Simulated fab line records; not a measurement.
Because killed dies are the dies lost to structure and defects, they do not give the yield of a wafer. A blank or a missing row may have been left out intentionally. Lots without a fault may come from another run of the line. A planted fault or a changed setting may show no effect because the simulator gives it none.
fab line records	flow n5_finfet
record lots=15	wafers=38	last_day=18
route steps=1938 shown DUMMY_GATE@257 SPACER0@259 SD_EPI_N@286
lots that met no fault: from a run of the same line without faults
start_h: hours from the record's opening day to when the first of the lot's shown wafers began	wait_h: how many hours have passed since the lot's step before this one	" unchanged from the row above	L1.1+2: a row that stands for several wafers	- either no value or no given start	* or withheld: withheld	< > ~ a bound
route shown NAME@n: a module of which the file shows steps, and the number in the route of the first	usual: mean/standard deviation taken from wafers without a fault	same: alike in all rows	chamber/n: place in a boat	sites: per-site readings	_std_site: standard deviation across them	_edge_site: mean of outer sites minus mean of inner sites	radius_mm: how far each site lies from the wafer's centre	mask NAME#n: copy n	behind: the most recent tool/chamber to have shaped the wafer	hold: why the lot was held/for how many hours/how that ended	device: the transistor (n, p or np) that didn't switch	end of line: the tests these same wafers got at the end of their route	a step without rows: its recipe alone	killed: count of dies lost to structure and defects at first sort (not the wafer's yield)	map: shows each die of a wafer: x if killed, . if not, _ if none is there
set.NAME: the run value of the setting; set.NAME@STEP: its run value at that earlier step	model.NAME: the simulator's own value behind a step, which no gauge read
a sample of lots followed through the steps of the route, with each step as a table and each wafer as a row
services: a tool's chamber out of use, with start hour (start_h, from the record's first day; less than 0 if before it), hours out, and reason
## steps
# step N5_DUMMY_GATE_INSPECT_27
# recipe inspect_instrument=brightfield	mode=aei
# usual raw_defect_count=280/78
lot.wafer	tool	chamber	start_h	wait_h	raw_defect_count
L224.1	defect_inspect-01	-	46.65	0.0	272
L224.2	"	-	"	"	370
L224.3	"	-	"	"	463
L225.1	defect_inspect-01	-	55.69	0.0	218
L225.4	"	-	"	"	328
L225.6	"	-	"	"	224
L226.3	defect_inspect-02	-	59.26	0.0	213
L226.4	"	-	"	"	202
L226.5	"	-	"	"	317
L227.5	defect_inspect-01	-	67.51	0.0	282
L227.6	"	-	"	"	268
L228.2	defect_inspect-02	-	73.20	0.0	214
L228.4	"	-	"	"	260
L228.5	"	-	"	"	323
L229.1	defect_inspect-01	-	79.00	0.0	234
L229.2	"	-	"	"	220
L229.3	"	-	"	"	221
L230.2	defect_inspect-02	-	85.46	0.0	263
L230.5	"	-	"	"	279
L231.2	defect_inspect-02	-	89.95	0.0	216
L231.3	"	-	"	"	175
L232.1	defect_inspect-02	-	97.59	0.0	186
L232.6	"	-	"	"	164
L234.1	defect_inspect-01	-	109.37	0.0	365
L234.4	"	-	"	"	205
L234.6	"	-	"	"	322
L235.1	defect_inspect-02	-	113.81	0.0	294
L235.2	"	-	"	"	484
L236.3	defect_inspect-02	-	121.29	0.0	245
L236.4	"	-	"	"	292
L236.6	"	-	"	"	254
L241.1	defect_inspect-01	-	154.93	0.0	193
L241.5	"	-	"	"	202
L241.6	"	-	"	"	202
L245.1	defect_inspect-02	-	172.67	0.0	179
L245.6	"	-	"	"	386
L246.1	defect_inspect-02	-	185.64	0.0	308
L246.4	"	-	"	"	387
# step N5_SPACER0_ALD_00
# recipe material=SiOCN	target_thk_a=35	temp_c=400	ald_precursor_family=alkyl-aminosilane	ald_co_reactant=O2/N2-plasma	pulse_time_s=3	purge_time_s=2	co_reactant_purge_time_s=2	ald_cycles=58	pressure_torr=2
# usual heater_power_outer_w=498/40	heater_power_w=806/55	precursor_pulse_height_rel=1.000/0.019	susceptor_temp_C=399.99/0.26
lot.wafer	tool	chamber	start_h	wait_h	heater_power_outer_w	heater_power_w	precursor_pulse_height_rel	since_wet_clean_h	susceptor_temp_C
L224.1	ald_sin-03	2	47.33	0.1	518	847	0.997	237	400.07
L224.2	"	0	"	"	488	773	0.976	237	400.14
L224.3	"	3	"	"	461	740	0.982	237	400.01
L225.1	ald_sin-03	3	57.32	0.1	462	744	1.005	247	400.12
L225.4	"	0	"	"	480	773	0.997	247	400.26
L225.6	"	3	"	"	456	750	1.008	-	399.74
L226.3	ald_sin-01	3	59.44	0.1	507	793	1.035	339	399.91
L226.4	"	1	"	"	593	909	1.021	-	399.94
L226.5	"	2	"	"	489	810	0.988	-	399.99
L227.5	ald_sin-02	0	67.88	0.1	521	781	0.997	-	400.02
L227.6	"	3	"	"	441	736	1.039	-	399.43
L228.2	ald_sin-03	3	73.50	0.1	453	727	0.994	263	399.88
L228.4	"	0	"	"	486	780	0.998	263	400.18
L228.5	"	0	"	"	489	769	0.974	-	400.10
L229.1	ald_sin-01	3	80.28	0.1	522	803	1.006	360	399.59
L229.2	"	0	"	"	423	753	0.976	360	400.04
L229.3	"	1	"	"	594	923	1.000	360	400.15
L230.2	ald_sin-03	2	86.33	0.1	512	874	0.978	276	400.06
L230.5	"	3	"	"	455	748	1.046	-	400.09
L231.2	ald_sin-03	2	90.47	0.1	518	878	0.967	280	400.20
L231.3	"	3	"	"	462	719	1.000	280	400.20
L232.1	ald_sin-03	0	98.56	0.1	492	779	1.010	288	400.12
L232.6	"	1	"	"	478	798	0.976	-	399.70
L234.1	ald_sin-02	1	111.05	0.1	517	779	1.014	204	400.04
L234.4	"	0	"	"	510	801	0.985	204	400.43
L234.6	"	3	"	"	442	742	0.992	-	400.31
L235.1	ald_sin-02	3	114.85	0.1	437	749	1.004	208	400.62
L235.2	"	2	"	"	551	923	0.965	208	400.06
L236.3	ald_sin-03	3	121.65	0.1	461	754	1.023	311	400.43
L236.4	"	1	"	"	493	803	0.983	311	399.54
L236.6	"	1	"	"	482	831	1.032	-	400.03
L241.1	ald_sin-01	3	155.12	0.1	505	788	0.980	56	400.39
L241.5	"	1	"	"	599	912	0.967	-	400.22
L241.6	"	0	"	"	449	758	1.014	-	399.99
L245.1	ald_sin-02	0	174.14	0.1	504	801	1.003	267	400.05
L245.6	"	1	"	"	532	779	0.991	-	400.30
L246.1	ald_sin-01	3	186.70	0.1	536	779	1.023	87	400.55
L246.4	"	3	"	"	520	786	1.001	-	400.09
# step N5_SD_EPI_N_PRECLEAN_48
# recipe chemistry=NF3:NH3	afs_cycles=2	temp_c=30	time_s=20	sublimation_temp_c=180	sublimation_time_s=60	pressure_torr=3	rf_power_w=30
# usual susceptor_temp_C=30.00/0.11
# same sublimation_time_s=60
lot.wafer	tool	chamber	start_h	wait_h	susceptor_temp_C
L224.1	epi_rpcvd-02	0	49.37	0.0	29.89
L224.2	"	0	"	"	29.97
L224.3	"	0	"	"	30.01
L225.1	epi_rpcvd-01	0	59.23	0.0	29.84
L225.4	"	0	"	"	30.00
L225.6	"	0	"	"	30.05
L226.3	epi_rpcvd-02	0	61.61	0.2	29.87
L226.4	"	0	"	"	29.86
L226.5	"	0	"	"	29.91
L227.5	epi_rpcvd-01	0	69.99	0.4	30.02
L227.6	"	0	"	"	30.08
L228.2	epi_rpcvd-01	0	75.61	0.1	29.96
L228.4	"	0	"	"	30.13
L228.5	"	0	"	"	29.92
L229.1	epi_rpcvd-01	0	82.19	0.0	30.13
L229.2	"	0	"	"	29.91
L229.3	"	0	"	"	29.82
L230.2	epi_rpcvd-01	0	88.41	0.1	30.03
L230.5	"	0	"	"	30.14
L231.2	epi_rpcvd-02	0	92.44	0.1	30.05
L231.3	"	0	"	"	30.01
L232.1	epi_rpcvd-01	0	100.78	0.0	29.94
L232.6	"	0	"	"	29.99
L234.1	epi_rpcvd-03	0	113.09	0.0	29.92
L234.4	"	0	"	"	30.09
L234.6	"	0	"	"	30.01
L235.1	epi_rpcvd-03	0	117.61	0.0	29.92
L235.2	"	0	"	"	29.77
L236.3	epi_rpcvd-03	0	123.70	0.2	30.13
L236.4	"	0	"	"	30.10
L236.6	"	0	"	"	30.17
L241.1	epi_rpcvd-03	0	157.15	0.0	-
L241.5	"	0	"	"	29.95
L241.6	"	0	"	"	-
L245.1	epi_rpcvd-03	0	176.05	0.0	-
L245.6	"	0	"	"	-
L246.1	epi_rpcvd-03	0	188.61	0.0	-
L246.4	"	0	"	"	30.08
# step N5_SD_EPI_N_VAPOR_ETCH_50
# recipe chemistry=HCl	target=Si	temp_c=775	time_s=54	pressure_torr=20	mode=isotropic
# usual susceptor_temp_C=774.92/0.3	throttle_valve_pct=11.7/0.39
# same time_s=54
lot.wafer	tool	chamber	start_h	wait_h	susceptor_temp_C	throttle_valve_pct
L224.1	epi_rpcvd-02	0	49.73	0.3	774.70	11.3
L224.2	"	0	"	"	774.77	11.3
L224.3	"	0	"	"	774.62	11.2
L225.1	epi_rpcvd-01	0	59.59	0.3	775.05	12.1
L225.4	"	0	"	"	774.44	11.9
L225.6	"	0	"	"	774.98	12.1
L226.3	epi_rpcvd-02	0	61.91	0.2	774.48	11.2
L226.4	"	0	"	"	774.99	11.1
L226.5	"	0	"	"	775.61	11.3
L227.5	epi_rpcvd-01	0	70.31	0.2	774.82	11.8
L227.6	"	0	"	"	774.84	11.8
L228.2	epi_rpcvd-01	0	76.05	0.4	775.13	11.9
L228.4	"	0	"	"	775.01	11.9
L228.5	"	0	"	"	774.84	11.9
L229.1	epi_rpcvd-01	0	82.55	0.3	775.11	11.8
L229.2	"	0	"	"	774.81	11.8
L229.3	"	0	"	"	775.08	12.0
L230.2	epi_rpcvd-01	0	88.74	0.3	774.86	12.1
L230.5	"	0	"	"	774.83	11.9
L231.2	epi_rpcvd-02	0	92.77	0.3	775.14	11.3
L231.3	"	0	"	"	774.77	11.1
L232.1	epi_rpcvd-01	0	101.14	0.3	774.80	12.3
L232.6	"	0	"	"	775.34	11.7
L234.1	epi_rpcvd-03	0	113.45	0.3	775.05	12.0
L234.4	"	0	"	"	774.91	12.3
L234.6	"	0	"	"	775.01	12.1
L235.1	epi_rpcvd-03	0	118.09	0.4	774.82	12.0
L235.2	"	0	"	"	774.78	12.1
L236.3	epi_rpcvd-03	0	124.00	0.2	774.74	12.2
L236.4	"	0	"	"	775.31	12.3
L236.6	"	0	"	"	774.83	12.1
L241.1	epi_rpcvd-03	0	157.51	0.3	774.70	12.3
L241.5	"	0	"	"	774.56	12.0
L241.6	"	0	"	"	774.70	12.1
L245.1	epi_rpcvd-03	0	176.41	0.3	775.04	12.0
L245.6	"	0	"	"	774.89	12.1
L246.1	epi_rpcvd-03	0	188.97	0.3	775.03	12.1
L246.4	"	0	"	"	775.24	12.1
# step N5_SD_EPI_N_EPI_MEAS_23
# recipe mode=xrd
# usual thk_nm=59.0/1.2
lot.wafer	tool	chamber	start_h	wait_h	thk_nm
L224.1	film_metro-01	-	51.62	1.4	58.2
L224.2	"	-	"	"	59.3
L224.3	"	-	"	"	59.1
L225.1	film_metro-02	-	61.50	1.5	59.1
L225.4	"	-	"	"	59.2
L225.6	"	-	"	"	59.4
L226.3	film_metro-01	-	63.75	0.9	59.0
L226.4	"	-	"	"	59.7
L226.5	"	-	"	"	58.9
L227.5	film_metro-02	-	72.68	0.4	59.3
L227.6	"	-	"	"	57.5
L228.2	film_metro-01	-	78.53	1.5	60.9
L228.4	"	-	"	"	59.7
L228.5	"	-	"	"	60.7
L229.1	film_metro-01	-	84.45	1.4	57.2
L229.2	"	-	"	"	57.2
L229.3	"	-	"	"	61.3
L230.2	film_metro-02	-	90.60	1.2	58.7
L230.5	"	-	"	"	57.0
L231.2	film_metro-02	-	94.64	1.2	58.7
L231.3	"	-	"	"	59.3
L232.1	film_metro-01	-	103.03	1.4	59.1
L232.6	"	-	"	"	58.8
L234.1	film_metro-01	-	115.35	1.4	57.2
L234.4	"	-	"	"	58.0
L234.6	"	-	"	"	59.3
L235.1	film_metro-02	-	120.60	1.9	59.7
L235.2	"	-	"	"	57.5
L236.3	film_metro-01	-	125.84	0.9	58.8
L236.4	"	-	"	"	60.5
L236.6	"	-	"	"	58.0
L241.1	film_metro-02	-	159.41	1.4	15.5
L241.5	"	-	"	"	58.4
L241.6	"	-	"	"	17.1
L245.1	film_metro-02	-	178.31	1.4	16.9
L245.6	"	-	"	"	14.7
L246.1	film_metro-01	-	190.86	1.4	16.5
L246.4	"	-	"	"	58.7
## services
tool	chamber	start_h	hours	kind
epi_rpcvd-03	-	31.66	8.1	pm
epi_rpcvd-03	-	39.98	2.8	pm
epi_rpcvd-03	-	55.33	7.2	repair
ald_sin-01	0	59.39	2.6	repair
epi_rpcvd-02	-	63.91	2.2	repair
ald_sin-02	-	68.53	6.1	pm
epi_rpcvd-01	-	81.29	0.5	pm
ald_sin-02	1	84.49	15.9	repair
ald_sin-01	-	85.60	14.0	pm
ald_sin-01	0	85.60	14.0	vent_cycle
ald_sin-01	1	85.60	14.0	vent_cycle
ald_sin-01	2	85.60	14.0	vent_cycle
ald_sin-01	3	85.60	14.0	vent_cycle
ald_sin-01	-	99.60	28.1	pm
ald_sin-01	0	99.60	-	clean
ald_sin-01	1	99.60	-	clean
ald_sin-02	3	117.54	10.8	repair
ald_sin-03	-	122.29	0.3	repair
ald_sin-03	1	139.92	3.4	repair
ald_sin-02	1	144.57	6.7	repair
ald_sin-01	-	163.46	6.0	pm
epi_rpcvd-02	-	179.86	2.6	repair
ald_sin-03	2	185.94	4.3	repair
ald_sin-01	2	186.19	5.7	repair
## key
first_sign step=N5_SD_EPI_N_EPI_MEAS_23	reading=thk_nm	direction=down	sigmas=36	usual=*	struck=*
effect none on later readings
met_at N5_SD_EPI_N_PRECLEAN_48
struck_lots L241,L245,L246
struck_wafers L241.1,L241.6,L245.1,L245.6,L246.1
sort_left_out L241.1,L241.6,L245.1,L245.6,L246.1
tester_left_out L241,L245,L246
not_acting_at N5_DUMMY_GATE_INSPECT_27,N5_SPACER0_ALD_00,N5_SD_EPI_N_VAPOR_ETCH_50
onset_between 123.70 157.15
fault kind=process_parameter_drift	tool=epi_rpcvd-03	chamber=-	onset_h=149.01	steps=N5_SD_EPI_N_PRECLEAN_48	channel=time_s	offset=*	shape=step	end_h=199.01	scope=struck_wafers_only	acts_in=*	stated=*
# tester_left_out: of these lots the tester's yield and bins aren't shown, on N5 and GAA mostly nor the transistor test; their killed dies are dies lost to structure and defects alone, not to doping, threshold or leakage, so they don't give the yield
# sort_left_out: the simulated sort isn't trusted on such a fault, so these wafers' sort isn't shown, and their yield isn't known
